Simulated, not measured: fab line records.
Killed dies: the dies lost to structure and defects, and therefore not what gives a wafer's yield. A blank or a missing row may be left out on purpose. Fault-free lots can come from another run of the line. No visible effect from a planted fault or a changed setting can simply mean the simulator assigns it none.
fab line records	flow n5Finfet
[record] lots = 7	wafers = 39
route steps=1938 shown BEOL_M11@1578 BEOL_M13@1692 MIM_TOP_LITHO@1845
startH: hours from the record's opening day to when the first of the lot's shown wafers began	waitH: time in hours since the lot's previous step	" the same as in the row above	L1.1+2: a single row standing in for several wafers	- value missing, or start not given	* or withheld: withheld	< > ~ a bound
route shown NAME@n: NAME is a module with steps in the file, n the number in the route of the first one	usual: mean/standard deviation taken from wafers without a fault	same: alike in all rows	chamber/n: place in a boat	sites: each site's reading	_std_site: standard deviation of those values	_edge_site: inner sites' mean taken away from outer sites' mean	radiusMm: for every site, how far away it sits from the centre of the wafer	mask NAME#n: copy n	behind: the last tool/chamber to shape the wafer	hold: reason for holding the lot/hours on hold/outcome of the hold	device: transistor that didn't switch, given as n, p or np	end of line: the route-end tests of the same wafers	a step without rows: its recipe alone	killed: count of dies lost to structure and defects at first sort (not the wafer's yield)	map: shows each die of a wafer: x if killed, . if not, _ if none is there
set.NAME: setting as actually run; set.NAME@STEP: the setting as run at that earlier step	model.NAME: the simulator's own value behind a step, which no gauge read
lots whose settings were changed on purpose; a table a step, a row a wafer
[[steps]]
[step N5_BEOL_M11_TRENCH_ETCH_37]
[recipe] chemistry = C4F6/O2	targetDepthA = 1488.3	target = SiCOH_lowk	timeS = 48	ionEnergyEv = 250	pressureMtorr = 30	sourceW = 345	biasW = 185	Ar_flow_sccm = 300	C4F6_flow_sccm = 10	O2_flow_sccm = 10
lot.wafer	tool	chamber	startH	waitH	set.targetDepthA	model.BEOL_M11.featureDepthNm	model.etch.depthNm	model.TiN_of_BEOL_M11_HM_DEP_02.thkNm
L078.1	rieDiel-05	0	-	-	1961	195.2	195.1	14.6
L078.2	"	1	"	"	1961	187.8	187.9	15
L078.3	"	3	"	"	1961	199	199	14.2
L078.4	"	3	"	"	1488.3	151.6	151.5	16
L078.5	"	1	"	"	1488.3	143.6	143.5	16
L078.6	"	0	"	"	1488.3	146.8	146.8	16
L079.4	rieDiel-03	1	-	-	1488.3	149	148.9	15.8
L079.5	"	3	"	"	1488.3	154.6	154.6	16
L079.6	"	2	"	"	1488.3	146.6	146.6	16
L081.1	rieDiel-04	0	-	-	934.9	95.4	95.44	16.8
L081.2	"	1	"	"	934.9	90.6	90.67	17.6
L081.3	"	2	"	"	1488.3	149.4	149.4	15.8
L081.4	"	3	"	"	934.9	93.4	93.35	17
L081.5	"	3	"	"	1488.3	149.4	149.4	15.6
L081.6	"	2	"	"	1488.3	149.6	149.7	16
L084.1	rieDiel-03	2	-	-	1488.3	147.4	147.4	15.6
L084.2	"	1	"	"	1488.3	149.4	149.4	15.6
L084.3	"	3	"	"	1488.3	154.2	154.1	15.4
L084.4	"	0	"	"	1488.3	151.6	151.6	15.8
L084.5	"	2	"	"	1488.3	147.8	147.8	15.6
L084.6	"	3	"	"	1488.3	153.2	153.1	15.8
L085.1	rieDiel-05	0	-	-	1772	174.8	174.7	15.6
L085.2	"	1	"	"	1772	173.4	173.4	15.4
L085.3	"	2	"	"	1488.3	151.4	151.4	15.8
L085.4	"	3	"	"	1488.3	152.2	152.2	16
L085.5	"	3	"	"	1488.3	150.4	150.4	16.2
L085.6	"	0	"	"	1772	176.8	176.9	15.2
L095.1	rieDiel-05	1	-	-	1488.3	145	145	16.4
L095.2	"	2	"	"	1488.3	148.6	148.5	16.6
L095.3	"	3	"	"	1488.3	149.6	149.7	16.2
L095.4	"	0	"	"	1488.3	146.2	146.2	16.6
L095.5	"	1	"	"	1488.3	145.8	145.8	16.4
L095.6	"	0	"	"	1488.3	147.8	147.8	16.6
L097.1	rieDiel-04	2	-	-	951.5	98.4	98.46	17
L097.2	"	0	"	"	1488.3	155.6	155.6	15.8
L097.3	"	3	"	"	1488.3	148	148	15.8
L097.4	"	3	"	"	1488.3	149	149.1	15.8
L097.5	"	2	"	"	951.5	97.8	97.78	17.2
L097.6	"	0	"	"	951.5	100	99.96	16.8
[step N5_BEOL_M11_ETCH_41]
[recipe] chemistry = CH3F/O2	target = SiCN	targetDepthA = 426	taperDeg = 2	timeS = 86	ionEnergyEv = 120	maskMaterial = TiN	pressureMtorr = 30	sourceW = 395	biasW = 75	Ar_flow_sccm = 150	CH3F_flow_sccm = 30	O2_flow_sccm = 20
[step N5_BEOL_M11_STRIP_77]
[recipe] chemistry = N2/H2	timeS = 10	powerW = 450	tempC = 40	pressureMtorr = 20	rfFrequencyHz = 6e+07	biasPowerW = 7	n2FlowSccm = 200	h2FlowSccm = 200
[step N5_BEOL_M11_OCD_MEAS_38]
[usual] trenchDepthNm = 149/3.2
lot.wafer	tool	chamber	startH	waitH	set.targetDepthA@BEOL_M11_TRENCH_ETCH_37	trenchDepthNm
L078.1	ocd-02	-	244.24	-	1961	195
L078.2	"	-	"	"	1961	188
L078.3	"	-	"	"	1961	199
L078.4	"	-	"	"	1488.3	151
L078.5	"	-	"	"	1488.3	144
L078.6	"	-	"	"	1488.3	147
L079.4	ocd-02	-	255.67	-	1488.3	149
L079.5	"	-	"	"	1488.3	154
L079.6	"	-	"	"	1488.3	146
L081.1	ocd-02	-	258.42	-	934.9	96
L081.2	"	-	"	"	934.9	91
L081.3	"	-	"	"	1488.3	149
L081.4	"	-	"	"	934.9	93
L081.5	"	-	"	"	1488.3	149
L081.6	"	-	"	"	1488.3	149
L084.1	ocd-02	-	279.56	-	1488.3	147
L084.2	"	-	"	"	1488.3	149
L084.3	"	-	"	"	1488.3	154
L084.4	"	-	"	"	1488.3	151
L084.5	"	-	"	"	1488.3	148
L084.6	"	-	"	"	1488.3	153
L085.1	ocd-02	-	285.47	-	1772	175
L085.2	"	-	"	"	1772	173
L085.3	"	-	"	"	1488.3	152
L085.4	"	-	"	"	1488.3	152
L085.5	"	-	"	"	1488.3	150
L085.6	"	-	"	"	1772	177
L095.1	ocd-02	-	360.15	-	1488.3	145
L095.2	"	-	"	"	1488.3	148
L095.3	"	-	"	"	1488.3	150
L095.4	"	-	"	"	1488.3	146
L095.5	"	-	"	"	1488.3	146
L095.6	"	-	"	"	1488.3	148
L097.1	ocd-02	-	374.49	-	951.5	99
L097.2	"	-	"	"	1488.3	156
L097.3	"	-	"	"	1488.3	148
L097.4	"	-	"	"	1488.3	149
L097.5	"	-	"	"	951.5	98
L097.6	"	-	"	"	951.5	100
[step N5_BEOL_M11_HM_STRIP_39]
[recipe] chemistry = peroxideTinStrip	material = TiN	targetDepthA = 250	tempC = 50	timeS = 158
[step N5_BEOL_M11_SRD_40]
[recipe] timeS = 30	tempC = 23	rinseLiquid = diw	dry = ipaMarangoni
[step N5_BEOL_M11_ECD_50]
[recipe] material = Cu	targetThkA = 3180
[step N5_BEOL_M11_ANNEAL_51]
[recipe] tempC = 225	timeS = 90	ambient = N2
[step N5_BEOL_M11_CMP_52]
[recipe] stopOn = SiCOH_lowk	tOverpolishS = 7	downForcePsi = 1	platenRpm = 50	clearingPlatenDownForcePsi = 1.5	clearingPlatenRpm = 50	postCmpClean = cuAlkaline	targetThkNm = 140	clearingPlatenPadVelocityMS = 0.99484	padVelocityMS = 0.99484
lot.wafer	tool	chamber	startH	waitH	set.targetDepthA@BEOL_M11_TRENCH_ETCH_37	model.Cu_of_BEOL_M11_ECD_50.thkNm
L078.4	cmp-01	2	246.95	0.1	1488.3	140.8
L078.1	"	3	"	"	1961	186.8
L078.3	"	0	"	"	1961	191.6
L078.2	"	1	"	"	1961	177.6
L078.6	"	2	"	"	1488.3	137.2
L078.5	"	3	"	"	1488.3	133.4
L079.4	cmp-01	3	259.08	0.2	1488.3	138.6
L079.5	"	1	"	"	1488.3	144.6
L079.6	"	2	"	"	1488.3	136.4
L081.1	cmp-01	1	261.05	0.3	934.9	84.8
L081.4	"	2	"	"	934.9	83.8
L081.2	"	3	"	"	934.9	81
L081.3	"	0	"	"	1488.3	141.6
L081.6+5	"	1,2	"	"	1488.3	139
L084.4	cmp-01	1	281.34	0.1	1488.3	141.2
L084.3	"	2	"	"	1488.3	145.2
L084.2	"	3	"	"	1488.3	140
L084.1	"	0	"	"	1488.3	139.8
L084.5	"	1	"	"	1488.3	138.4
L084.6	"	2	"	"	1488.3	144.2
L085.4	cmp-01	1	287.37	0.1	1488.3	142.4
L085.2	"	2	"	"	1772	164.6
L085.3	"	3	"	"	1488.3	143.2
L085.1	"	0	"	"	1772	167.6
L085.5	"	1	"	"	1488.3	140.6
L085.6	"	2	"	"	1772	167
L095.2	cmp-01	0	362.23	0.2	1488.3	140.4
L095.4	"	1	"	"	1488.3	135.8
L095.1	"	2	"	"	1488.3	135.6
L095.3	"	3	"	"	1488.3	140
L095.5	"	0	"	"	1488.3	137.8
L095.6	"	1	"	"	1488.3	136.6
L097.4	cmp-04	3	376.54	0.1	1488.3	140.2
L097.1	"	0	"	"	951.5	89
L097.2	"	1	"	"	1488.3	147
L097.3	"	2	"	"	1488.3	138.4
L097.5	"	3	"	"	951.5	89.8
L097.6	"	0	"	"	951.5	90.8
[step N5_BEOL_M11_THK_MEAS_53]
[recipe] thkMeasGauge = xrf	reads = Cu_of_BEOL_M11_ECD_50
[usual] M11_THK = 136/3.2
lot.wafer	tool	chamber	startH	waitH	set.targetDepthA@BEOL_M11_TRENCH_ETCH_37	M11_THK[nm]
L078.1	filmMetro-01	-	247.24	-	1961	182
L078.2	"	-	"	"	1961	173
L078.3	"	-	"	"	1961	186
L078.4	"	-	"	"	1488.3	136
L078.5	"	-	"	"	1488.3	130
L078.6	"	-	"	"	1488.3	133
L079.4	filmMetro-01	-	259.30	-	1488.3	135
L079.5	"	-	"	"	1488.3	141
L079.6	"	-	"	"	1488.3	134
L081.1	filmMetro-02	-	261.34	-	934.9	83
L081.2	"	-	"	"	934.9	80
L081.3	"	-	"	"	1488.3	138
L081.4	"	-	"	"	934.9	82
L081.5	"	-	"	"	1488.3	136
L081.6	"	-	"	"	1488.3	136
L084.1	filmMetro-02	-	281.63	-	1488.3	136
L084.2	"	-	"	"	1488.3	136
L084.3	"	-	"	"	1488.3	141
L084.4	"	-	"	"	1488.3	137
L084.5	"	-	"	"	1488.3	135
L084.6	"	-	"	"	1488.3	141
L085.1	filmMetro-01	-	287.69	-	1772	163
L085.2	"	-	"	"	1772	161
L085.3	"	-	"	"	1488.3	139
L085.4	"	-	"	"	1488.3	139
L085.5	"	-	"	"	1488.3	137
L085.6	"	-	"	"	1772	163
L095.1	filmMetro-01	-	362.53	-	1488.3	132
L095.2	"	-	"	"	1488.3	136
L095.3	"	-	"	"	1488.3	136
L095.4	"	-	"	"	1488.3	131
L095.5	"	-	"	"	1488.3	133
L095.6	"	-	"	"	1488.3	132
L097.1	filmMetro-02	-	376.84	-	951.5	85
L097.2	"	-	"	"	1488.3	141
L097.3	"	-	"	"	1488.3	132
L097.4	"	-	"	"	1488.3	135
L097.5	"	-	"	"	951.5	87
L097.6	"	-	"	"	951.5	87
[step N5_BEOL_M11_PRE_CLEAN_55]
[recipe] gas = NH3	timeS = 15	tempC = withheld	rfPowerW = 300
[step N5_BEOL_M11_DEP_56]
[recipe] material = SiCN	targetThkA = 300	tempC = withheld	precursor = 3MS/NH3	pressureTorr = 3	rfW = 675	timeS = 10.5
[step N5_BEOL_M11_RS_MEAS_57]
[recipe] thkMeasGauge = four-point-probe	reads = Cu_of_BEOL_M11_ECD_50+Co_of_BEOL_M11_CVD_75+TaN_of_BEOL_M11_ALD_74
[usual] M11_RS = 0.150/0.0039
lot.wafer	tool	chamber	startH	waitH	set.targetDepthA@BEOL_M11_TRENCH_ETCH_37	M11_RS[ohm/sq]
L078.1	filmMetro-01	-	247.37	0.0	1961	0.110
L078.2	"	-	"	"	1961	0.116
L078.3	"	-	"	"	1961	0.107
L078.4	"	-	"	"	1488.3	0.150
L078.5	"	-	"	"	1488.3	0.159
L078.6	"	-	"	"	1488.3	0.154
L079.4	filmMetro-02	-	259.42	0.0	1488.3	0.152
L079.5	"	-	"	"	1488.3	0.146
L079.6	"	-	"	"	1488.3	0.155
L081.1	filmMetro-02	-	261.47	0.0	934.9	0.266
L081.2	"	-	"	"	934.9	0.280
L081.3	"	-	"	"	1488.3	0.149
L081.4	"	-	"	"	934.9	0.270
L081.5	"	-	"	"	1488.3	0.152
L081.6	"	-	"	"	1488.3	0.152
L084.1	filmMetro-02	-	281.76	0.0	1488.3	0.151
L084.2	"	-	"	"	1488.3	0.151
L084.3	"	-	"	"	1488.3	0.145
L084.4	"	-	"	"	1488.3	0.149
L084.5	"	-	"	"	1488.3	0.152
L084.6	"	-	"	"	1488.3	0.146
L085.1	filmMetro-01	-	287.82	0.0	1772	0.124
L085.2	"	-	"	"	1772	0.126
L085.3	"	-	"	"	1488.3	0.147
L085.4	"	-	"	"	1488.3	0.148
L085.5	"	-	"	"	1488.3	0.150
L085.6	"	-	"	"	1772	0.124
L095.1	filmMetro-02	-	362.65	0.0	1488.3	0.156
L095.2	"	-	"	"	1488.3	0.150
L095.3	"	-	"	"	1488.3	0.151
L095.4	"	-	"	"	1488.3	0.156
L095.5	"	-	"	"	1488.3	0.154
L095.6	"	-	"	"	1488.3	0.155
L097.1	filmMetro-02	-	376.99	0.1	951.5	0.252
L097.2	"	-	"	"	1488.3	0.143
L097.3	"	-	"	"	1488.3	0.152
L097.4	"	-	"	"	1488.3	0.151
L097.5	"	-	"	"	951.5	0.249
L097.6	"	-	"	"	951.5	0.246
[step N5_BEOL_M13_DESCUM_33]
[recipe] chemistry = O2	timeS = 7.9	sourcePowerW = 50	biasPowerW = 20	pressureMtorr = 20	rfFrequencyHz = 2.712e+07	tempC = 40	o2FlowSccm = 225
lot.wafer	tool	chamber	startH	waitH	set.timeS	model.coat_of_BEOL_M13_COAT_22.thkNm
L078.1	rieDiel-04	0	254.34	0.3	12.59	279.8
L078.2	"	2	"	"	12.59	279.6
L078.3+4	"	3,1	"	"	7.9	282.2
L078.5	"	0	"	"	12.59	280
L078.6	"	3	"	"	7.9	282.8
L079.4	rieDiel-03	3	269.00	0.0	7.9	283
L079.5	"	2	"	"	7.9	283.2
L079.6	"	3	"	"	7.9	282.2
L081.1+2	rieDiel-04	3,1	269.14	0.0	7.9	282.6
L081.3+6	"	2,3	"	"	7.9	282.4
L081.4	"	0	"	"	7.9	283.4
L081.5	"	0	"	"	7.9	282
L084.1+4	rieDiel-03	0,2	297.02	0.1	7.9	283.8
L084.2	"	3	"	"	11.93	282
L084.3	"	1	"	"	7.9	283.2
L084.5	"	2	"	"	11.93	282.4
L084.6	"	3	"	"	11.93	281.4
L085.1	rieDiel-04	0	299.14	0.0	5.006	284
L085.2	"	3	"	"	5.006	284.2
L085.3	"	1	"	"	7.9	283.8
L085.4	"	1	"	"	7.9	283
L085.5	"	0	"	"	5.006	284.4
L085.6	"	3	"	"	7.9	283.2
L095.1	rieDiel-04	0	369.51	0.0	7.9	281.6
L095.2	"	2	"	"	7.9	282
L095.3	"	3	"	"	7.9	281.4
L095.4+6	"	3,0	"	"	7.9	282.4
L095.5	"	2	"	"	7.9	282.8
L097.1	rieDiel-03	1	383.32	0.0	7.9	284.4
L097.2	"	2	"	"	7.9	284.2
L097.3	"	3	"	"	7.9	284.8
L097.4	"	0	"	"	4.554	285.8
L097.5	"	2	"	"	4.554	286.2
L097.6	"	1	"	"	4.554	286.6
[step N5_MIM_TOP_LITHO_DEVELOP_07]
[recipe] developTimeS = 60	rinseLiquid = diw	dry = airSpin	devTempC = 21
lot.wafer	tool	chamber	startH	waitH	set.developTimeS
L078.1+2+3+4+5+6	lithoTrack-05	0	-	-	60
L079.4+5+6	lithoTrack-04	0	-	-	60
L081.1+3+6	lithoTrack-05	0	-	-	34.77
L081.2+4+5	"	0	"	"	60
L084.1+5+6	lithoTrack-05	0	-	-	24.16
L084.2+3+4	"	0	"	"	60
L085.1+2+4	lithoTrack-01	0	-	-	85.99
L085.3+5+6	"	0	"	"	60
L095.1+2+3+4+5+6	lithoTrack-01	0	-	-	60
L097.1+4+6	lithoTrack-01	0	-	-	34.67
L097.2+3+5	"	0	"	"	60
[step N5_MIM_TOP_LITHO_HARDBAKE_09]
[recipe] tempC = 130	timeS = 120
[step N5_MIM_TOP_LITHO_CD_MEAS_08]
[recipe] targetCdNm = 2000	landingEnergyEv = 500	detector = seInlens
[usual] cdNm = 2000.3/2.1
lot.wafer	tool	chamber	startH	waitH	set.developTimeS@MIM_TOP_LITHO_DEVELOP_07	cdNm
L078.1	cdSem-01	0	276.54	-	60	1999.6
L078.2	"	0	"	"	60	2000.1
L078.3	"	0	"	"	60	1995.8
L078.4	"	0	"	"	60	1996.6
L078.5	"	0	"	"	60	2000.7
L078.6	"	0	"	"	60	1998.5
L079.4	cdSem-02	0	297.54	-	60	1996.5
L079.5	"	0	"	"	60	1997.8
L079.6	"	0	"	"	60	1997.9
L081.1	cdSem-02	0	300.74	-	34.77	2010.7
L081.2	"	0	"	"	60	1998.5
L081.3	"	0	"	"	34.77	2012.5
L081.4	"	0	"	"	60	1998.2
L081.5	"	0	"	"	60	1998.3
L081.6	"	0	"	"	34.77	2011.5
L084.1	cdSem-01	0	317.19	-	24.16	2018.5
L084.2	"	0	"	"	60	1997.7
L084.3	"	0	"	"	60	1996.5
L084.4	"	0	"	"	60	1999.3
L084.5	"	0	"	"	24.16	2016.2
L084.6	"	0	"	"	24.16	2016.9
L085.1	cdSem-01	0	324.04	-	85.99	1996.1
L085.2	"	0	"	"	85.99	1997.4
L085.3	"	0	"	"	60	2001.9
L085.4	"	0	"	"	85.99	1995.3
L085.5	"	0	"	"	60	2003.5
L085.6	"	0	"	"	60	2000.7
L095.1	cdSem-02	0	388.63	-	60	2003.1
L095.2	"	0	"	"	60	2000.1
L095.3	"	0	"	"	60	2001.5
L095.4	"	0	"	"	60	2003.9
L095.5	"	0	"	"	60	2004.0
L095.6	"	0	"	"	60	2003.2
L097.1	cdSem-01	0	404.49	-	34.67	2013.3
L097.2	"	0	"	"	60	2000.8
L097.3	"	0	"	"	60	2002.6
L097.4	"	0	"	"	34.67	2010.7
L097.5	"	0	"	"	60	2003.5
L097.6	"	0	"	"	34.67	2014.4
[step N5_MIM_TOP_LITHO_DESCUM_10]
[recipe] chemistry = O2	timeS = 7.9	sourcePowerW = 50	biasPowerW = 20	pressureMtorr = 20	rfFrequencyHz = 2.712e+07	tempC = 40	o2FlowSccm = 225
lot.wafer	tool	chamber	startH	waitH	set.developTimeS@MIM_TOP_LITHO_DEVELOP_07	model.MIM_TOP_LITHO.cdNm
L078.1+6	rieDiel-02	3,0	276.63	0.0	60	1999
L078.2+5	"	0,3	"	"	60	2000
L078.3	"	3	"	"	60	1996
L078.4	"	0	"	"	60	1997
L079.4	rieDiel-06	3	297.77	0.2	60	1996
L079.5+6	"	2,3	"	"	60	1998
L081.1	rieDiel-02	3	300.83	0.0	34.77	2011
L081.2	"	0	"	"	60	1999
L081.3+6	"	1,3	"	"	34.77	2012
L081.4+5	"	1,0	"	"	60	1998
L084.1	rieDiel-02	3	317.38	0.1	24.16	2018
L084.2	"	0	"	"	60	1998
L084.3	"	1	"	"	60	1996
L084.4	"	1	"	"	60	1999
L084.5	"	0	"	"	24.16	2016
L084.6	"	3	"	"	24.16	2017
L085.1	rieDiel-06	1	324.93	0.8	85.99	1996
L085.2	"	2	"	"	85.99	1998
L085.3	"	3	"	"	60	2002
L085.4	"	0	"	"	85.99	1995
L085.5	"	1	"	"	60	2004
L085.6	"	2	"	"	60	2001
L095.1+6	rieDiel-02	3,2	388.72	0.0	60	2003
L095.2	"	0	"	"	60	2000
L095.3	"	1	"	"	60	2002
L095.4	"	2	"	"	60	2004
L095.5	"	3	"	"	60	-
L097.1+6	rieDiel-02	3,1	404.57	0.0	34.67	2014
L097.2	"	2	"	"	60	2000
L097.3+5	"	0,2	"	"	60	2003
L097.4	"	1	"	"	34.67	2011
[[key]]
[split] step = N5_BEOL_M11_TRENCH_ETCH_37	setting = targetDepthA	stated = 1488.3	by = wafer
[response] step = N5_BEOL_M11_TRENCH_ETCH_37	reading = model.BEOL_M11.featureDepthNm	change = +1.46	per = 1%	r = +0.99
[response] step = N5_BEOL_M11_TRENCH_ETCH_37	reading = model.etch.depthNm	change = +1.46	per = 1%	r = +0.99
[response] step = N5_BEOL_M11_TRENCH_ETCH_37	reading = model.TiN_of_BEOL_M11_HM_DEP_02.thkNm	change = -0.0367	per = 1%	r = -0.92
[response] step = N5_BEOL_M11_OCD_MEAS_38	reading = trenchDepthNm	change = +1.46	per = 1%	r = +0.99
[response] step = N5_BEOL_M11_CMP_52	reading = model.Cu_of_BEOL_M11_ECD_50.thkNm	change = +1.47	per = 1%	r = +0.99
[response] step = N5_BEOL_M11_THK_MEAS_53	reading = M11_THK	change = +1.43	per = 1%	r = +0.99
[response] step = N5_BEOL_M11_RS_MEAS_57	reading = M11_RS	change = -0.00245	per = 1%	r = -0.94
[split] step = N5_BEOL_M13_DESCUM_33	setting = timeS	stated = 7.9	by = wafer
[response] step = N5_BEOL_M13_DESCUM_33	reading = model.coat_of_BEOL_M13_COAT_22.thkNm	change = -0.0372	per = 1%	r = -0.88
[split] step = N5_MIM_TOP_LITHO_DEVELOP_07	setting = developTimeS	stated = 60	by = wafer
[response] step = N5_MIM_TOP_LITHO_CD_MEAS_08	reading = cdNm	change = -0.268	per = 1%	r = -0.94
[response] step = N5_MIM_TOP_LITHO_DESCUM_10	reading = model.MIM_TOP_LITHO.cdNm	change = -0.269	per = 1%	r = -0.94
